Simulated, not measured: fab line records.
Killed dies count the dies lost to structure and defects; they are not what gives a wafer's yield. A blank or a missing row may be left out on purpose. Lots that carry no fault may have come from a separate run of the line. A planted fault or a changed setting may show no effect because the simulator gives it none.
Matching of chambers / flow nand harc / NHARC_A_STAIRCASE_CMP_472 on cmp-03: 4 sister chambers
The step polishes SiO2. 8 wafers are shown with their chamber, then 9 later ones without.

== WAFERS PAIRED WITH THEIR CHAMBERS ==
wafer=L083.3; chamber=3; motor current A (A)=10.8
wafer=L083.6; chamber=1; motor current A (A)=13.3
wafer=L086.2; chamber=1; motor current A (A)=14.2
wafer=L087.1; chamber=2; motor current A (A)=11.3
wafer=L087.4; chamber=3; motor current A (A)=10.8
wafer=L089.2; chamber=0; motor current A (A)=13.5
wafer=L089.3; chamber=2; motor current A (A)=10.8
wafer=L089.6; chamber=0; motor current A (A)=12.8

== WAFERS MISSING THEIR CHAMBER ==
wafer=L091.1; motor current A (A)=10.6
wafer=L091.4; motor current A (A)=10.6
wafer=L091.6; motor current A (A)=10.3
wafer=L095.2; motor current A (A)=10.3
wafer=L095.4; motor current A (A)=13.5
wafer=L095.5; motor current A (A)=10.6
wafer=L096.1; motor current A (A)=10.6
wafer=L096.4; motor current A (A)=12.9
wafer=L096.5; motor current A (A)=10.9

== CHAMBER TAKEN BY EACH ==
wafer=L091.1; from the rows above=can't be placed: 3 or 2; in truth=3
wafer=L091.4; from the rows above=can't be placed: 3 or 2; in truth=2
wafer=L091.6; from the rows above=can't be placed: 3 or 2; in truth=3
wafer=L095.2; from the rows above=can't be placed: 3 or 2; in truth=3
wafer=L095.4; from the rows above=can't be placed: 1 or 0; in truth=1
wafer=L095.5; from the rows above=can't be placed: 3 or 2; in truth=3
wafer=L096.1; from the rows above=can't be placed: 3 or 2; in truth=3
wafer=L096.4; from the rows above=can't be placed: 0 or 1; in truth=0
wafer=L096.5; from the rows above=can't be placed: 3 or 2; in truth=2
Correct placement for 0 of the 9. Unplaceable from these rows: 9, with the true chamber sitting among the candidates in 9. Number placed wrongly: 0.
How it was worked out, from the rows above alone: a wafer's distance from a chamber is the root of the sum, over the readings, of the square of ((its reading less the chamber's mean) divided by the reading's scatter). The wafer belongs to the nearest chamber; if the next one is less than 2 further off, it can't be placed. The mean given for a chamber averages the wafers shown for that chamber. The scatter: take each reading less its chamber's mean, square it, sum over the shown wafers, divide by the number of wafers less the number of chambers, and take the root.
